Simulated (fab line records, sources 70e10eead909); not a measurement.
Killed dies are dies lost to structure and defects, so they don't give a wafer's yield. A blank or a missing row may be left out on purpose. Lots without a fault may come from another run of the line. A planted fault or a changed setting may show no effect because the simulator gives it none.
A struck lot beside a sound one | flow nand_harc | 38 steps out of a route of 1302
Sound: wafers L565.3, L565.4, L565.6. Struck: wafer L579.4. (L579.1, L579.2 of the same lot were not struck and are left out.) The cause comes at the end.
At each step with rows: each side's tool, then ch and its chambers, then its first start. Under that, the readings that differ: sound wafers | struck wafers | difference of the means | sigmas: that difference in standard deviations of wafers without a fault.
alike: readings whose means differ by less than 2 such deviations, and words and numbers that are the same on both sides. not compared: withheld readings, readings that some wafer has no value for, bounds like >300 that may hide the same value, and numbers for which the record gives no deviation and whose values overlap.
The two part at a step that has a row with sigmas, a row that says differs or no value, or rows on one side only. Numbers that don't overlap but have no deviation are shown without sigmas and don't part them. A reading that every wafer of one side lacks parts them only if that side has two wafers or more.

NHARC_P_BONDPAD_OVL_MEAS_38:
  sound on overlay-02, day 6 19:06; struck on overlay-02, day 12 13:28
  alike: overlay_x_nm, overlay_y_nm
then, 1 step without rows for these wafers: NHARC_P_BONDPAD_HARDBAKE_10 (time 65 s).
NHARC_P_BONDPAD_DESCUM_11: chemistry O2, time 3 s.
  sound on rie_diel-07 ch 0,3, day 6 19:15; struck on rie_diel-07 ch 2, day 12 13:36
  alike: drypump_motor_current_A, oes_product_au, rf_vpp_V, showerhead_plenum_p_Torr, throttle_valve_pct
  not compared: rf_hours_counter_h
then, 2 steps without rows for these wafers: NHARC_P_BONDPAD_ETCH_37 (etches the open film in N2/H2, target depth 60 nm, overetch 18 nm, time 65.91 s); NHARC_P_BONDPAD_ETCH_12 (etches the open film in CHF3/O2, target depth 200 nm, time 100 s).
NHARC_P_BONDPAD_CD_MEAS_13:
  sound on cd_sem-03, day 6 19:35; struck on cd_sem-03, day 12 13:55
  alike: cd_nm
NHARC_P_BONDPAD_STRIP_15: strips in O2.
  sound on rie_diel-13 ch 1,2,3, day 6 19:41; struck on rie_diel-13 ch 1, day 12 13:59
  alike: drypump_motor_current_A, oes_product_au, rf_vpp_V, showerhead_plenum_p_Torr, throttle_valve_pct
  not compared: rf_hours_counter_h
then, 5 steps without rows for these wafers: NHARC_P_BONDPAD_ETCH_24 (etches the open film in CF4/N2, target depth 30 nm, time 72.99 s); NHARC_P_BONDPAD_STRIP_16 (strips in post etch residue remover, time 600 s); NHARC_P_BONDPAD_DEGAS_25 (time 60 s); NHARC_P_BONDPAD_PRE_CLEAN_26 (time 30 s); NHARC_P_BONDPAD_PVD_17 (deposits TaN, target thk 5 nm, time 8.06 s).
NHARC_P_BONDPAD_PVD_27: deposits Cu, target thk 30 nm, time 20.49 s.
  sound on pvd_sputter-03, day 6 20:26; struck on pvd_sputter-03, day 12 14:46
  alike: throttle_valve_pct
then, 4 steps without rows for these wafers: NHARC_P_BONDPAD_ECD_18 (material Cu, target thk 400 nm); NHARC_P_BONDPAD_ANNEAL_28 (time 90 s); NHARC_P_BONDPAD_CMP_19 (polishes, t overpolish 30 s, cu recess touch 16 s, target thk 160.81 nm); NHARC_P_BONDPAD_SRD_21 (time 30 s, dry time 20 s).
NHARC_P_BONDPAD_ACTIVATE_29: chemistry N2, time 60 s.
  sound on rie_diel-13 ch 1,2, day 6 21:53; struck on rie_diel-13 ch 3, day 12 16:14
  alike: drypump_motor_current_A, n2_flow_sccm, oes_product_au, rf_vpp_V, showerhead_plenum_p_Torr
  not compared: rf_hours_counter_h
then, 13 steps without rows for these wafers: NHARC_P_BONDPAD_PRECLEAN_30 (cleans in DIW, time 300 s); NHARC_P_BONDPAD_SRD_31 (time 30 s, dry time 20 s); NHARC_A_ZERO_WELL_PRECLEAN_00 (cleans in SPM, time 600 s); NHARC_A_ZERO_WELL_SRD_01; NHARC_A_ZERO_WELL_DEHYDRATE_02 (time 120 s); NHARC_A_ZERO_WELL_HMDS_03 (time 30 s); NHARC_A_ZERO_WELL_COAT_18 (time 65 s); NHARC_A_ZERO_WELL_COAT_04 (resist thk 600 nm); NHARC_A_ZERO_WELL_SOFTBAKE_05 (time 70 s); NHARC_A_ZERO_WELL_EBR_06; NHARC_A_ZERO_WELL_EXPOSE_07 (exposes mask A ZERO); NHARC_A_ZERO_WELL_PEB_08 (peb time 80 s); NHARC_A_ZERO_WELL_DEVELOP_09 (time 50 s).
NHARC_A_ZERO_WELL_CD_MEAS_10: target cd 2000 nm.
  sound on cd_sem-01 ch 0, day 6 23:08; struck on cd_sem-03 ch 0, day 12 17:21
  alike: cd_nm
then, 1 step without rows for these wafers: NHARC_A_ZERO_WELL_HARDBAKE_11 (time 65 s).
NHARC_A_ZERO_WELL_DESCUM_12: chemistry O2, time 3 s.
  sound on rie_diel-03 ch 0,1, day 6 23:17; struck on rie_diel-10 ch 0, day 12 17:34
  alike: drypump_motor_current_A, oes_product_au, rf_vpp_V, showerhead_plenum_p_Torr, throttle_valve_pct
  not compared: rf_hours_counter_h
then, 1 step without rows for these wafers: NHARC_A_ZERO_WELL_ETCH_19 (etches the open film in N2/H2, target depth 80 nm, overetch 24 nm, time 87.88 s).
NHARC_A_ZERO_WELL_ETCH_13: etches the open film in HBr/Cl2, target depth 120 nm, time 40.1 s.
  sound on rie_si-05 ch 2,3, day 6 23:31; struck on rie_si-01 ch 2, day 12 17:47
  alike: drypump_motor_current_A, oes_product_au, throttle_valve_pct
  not compared: rf_hours_counter_h
then, 1 step without rows for these wafers: NHARC_A_ZERO_WELL_STRIP_14 (strips in SPM, time 900 s).
-- the record jumps here: 18 days lie between the struck wafers' starts before and after (it left off in module A_ZERO_WELL and takes up again in module END, whose first step shown is number 1302 of the route) --
NHARC_END_SORT_01:
  the record has rows for the struck wafers here (prober-02 ch 0, day 30 16:59) and none for the sound ones

WHERE THEY PART
Only at NHARC_END_SORT_01, within this record.

WHY: what the simulator had put in
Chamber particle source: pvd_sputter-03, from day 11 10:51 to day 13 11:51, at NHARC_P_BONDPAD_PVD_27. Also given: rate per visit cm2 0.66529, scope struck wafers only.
